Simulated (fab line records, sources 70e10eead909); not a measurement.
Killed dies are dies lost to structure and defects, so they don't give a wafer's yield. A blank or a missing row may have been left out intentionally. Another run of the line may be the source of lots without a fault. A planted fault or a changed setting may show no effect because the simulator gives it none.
Which tool is to blame? || flow nandHarc || 20 wafers from 7 lots sampled at 2 of the route's 1159 steps

== WHAT THE GAUGES SHOWED, per wafer ==
NHARC_A_ONON_D1_THK_MEAS_08: measures by ellipsometry.
{"lot": "L323", "measured": "day 7 22:08", "on": "filmMetro-02", "thkNm (nm)": "989 991 990"}
{"lot": "L327", "measured": "day 8 12:31", "on": "filmMetro-01", "thkNm (nm)": "1000 999 998"}
{"lot": "L330", "measured": "day 9 03:47", "on": "filmMetro-01", "thkNm (nm)": "1001 594"}
{"lot": "L337", "measured": "day 10 22:47", "on": "filmMetro-02", "thkNm (nm)": "998 996 997"}
{"lot": "L338", "measured": "day 11 19:26", "on": "filmMetro-01", "thkNm (nm)": "1008 1008 1007"}
{"lot": "L342", "measured": "day 12 03:12", "on": "filmMetro-02", "thkNm (nm)": "1015 1013 1015"}
{"lot": "L344", "measured": "day 12 12:56", "on": "filmMetro-02", "thkNm (nm)": "1013 1012 1013"}

== WHICH TOOL RAN EACH LOT (tool, then ch and the chambers of the sampled wafers, then the start) ==
{"lot": "L323", "NHARC_A_ONON_D1_DEP_06": "pecvdOnon-02 ch 0, day 7 21:48"}
{"lot": "L327", "NHARC_A_ONON_D1_DEP_06": "pecvdOnon-04 ch 0, day 8 12:04"}
{"lot": "L330", "NHARC_A_ONON_D1_DEP_06": "pecvdOnon-02 ch 0, day 9 03:27"}
{"lot": "L337", "NHARC_A_ONON_D1_DEP_06": "pecvdOnon-01 ch 0, day 10 22:27"}
{"lot": "L338", "NHARC_A_ONON_D1_DEP_06": "pecvdOnon-04 ch 0, day 11 18:55"}
{"lot": "L342", "NHARC_A_ONON_D1_DEP_06": "pecvdOnon-02 ch 0, day 12 02:41"}
{"lot": "L344", "NHARC_A_ONON_D1_DEP_06": "pecvdOnon-01 ch 0, day 12 12:29"}
- NHARC_A_ONON_D1_DEP_06: target thk 1000 nm.

== THE ANSWER, worked out from the rows above alone ==
Rule: the usual values come from the lots themselves. The widest of any qualifying gaps counts: lots, ordered by their means at a reading, are off when they make up no more than a third of the lots, leave a main group of 4 or more, and stand apart from it by 3 or more times the standard deviation of that group's means. If all means in a main group match to the digits the tables above print for the reading, that group is not used. Also off: a lot with no number at a reading for which 4 or more lots have one. Where the step has rows for the other lots, those lots are counted as sound.
Off at NHARC_A_ONON_D1_THK_MEAS_08 (thkNm): L330. The main group has a mean of 1003 nm with a standard deviation of 8.8.
A tool fits if, at a process step before that reading, it ran every lot that is off, and no sound lot after the first of them. Those tools and the gauges at NHARC_A_ONON_D1_THK_MEAS_08 are tried in the same way. No candidate that was tried fits.

== WHAT THE SIMULATOR PUT IN ==
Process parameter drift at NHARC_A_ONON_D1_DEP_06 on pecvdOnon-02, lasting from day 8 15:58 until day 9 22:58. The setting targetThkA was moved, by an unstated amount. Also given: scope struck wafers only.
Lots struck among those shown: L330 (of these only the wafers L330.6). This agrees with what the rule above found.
